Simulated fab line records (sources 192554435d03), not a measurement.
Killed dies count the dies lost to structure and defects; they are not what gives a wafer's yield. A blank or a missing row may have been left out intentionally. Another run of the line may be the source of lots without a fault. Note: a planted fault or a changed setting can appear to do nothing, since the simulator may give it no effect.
Chamber matching -- flow n5-finfet -- N5_BEOL_M7_ETCH_65 on rie-diel-02 has 4 sister chambers
The step etches SiARC in CF4, target depth 15.6 nm, time 26 s. 4 wafers are shown with their chamber, then 8 later ones without.

WAFERS PAIRED WITH THEIR CHAMBERS
wafer,chamber,throttle-valve-pct (%)
L079.4,1,15.33
L083.2,3,15.73
L083.5,2,15.79
L085.3,0,15.71

WAFERS WITH NO CHAMBER GIVEN
wafer,throttle-valve-pct (%)
L085.4,15.80
L085.6,15.36
L088.3,15.72
L088.4,15.37
L088.6,15.72
L092.2,15.73
L092.4,15.29
L092.6,15.39

WHICH CHAMBER EACH WENT THROUGH
wafer,from the rows above,in truth
L085.4,can't be placed: 2 or 3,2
L085.6,1,1
L088.3,can't be placed: 0 or 3 or 2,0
L088.4,1,1
L088.6,can't be placed: 0 or 3 or 2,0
L092.2,can't be placed: 3 or 0 or 2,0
L092.4,1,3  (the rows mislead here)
L092.6,1,1
3 of 8 placed correctly. Not placeable from these rows: 4 (in 4, the candidates include the true chamber). 1 placed wrongly.
How it was worked out, from the rows above alone: a wafer's distance from a chamber is the root of the sum, over the readings, of the square of ((its reading less the chamber's mean) divided by the reading's scatter). If the next closest chamber is less than 2 further off than the closest, the wafer can't be placed; otherwise it belongs to the closest. For every chamber, the mean is computed from those of its wafers that are shown. The scatter (one wafer shown for each chamber): square how far every hidden wafer sits from the nearest shown wafer, average those squares and take the square root.
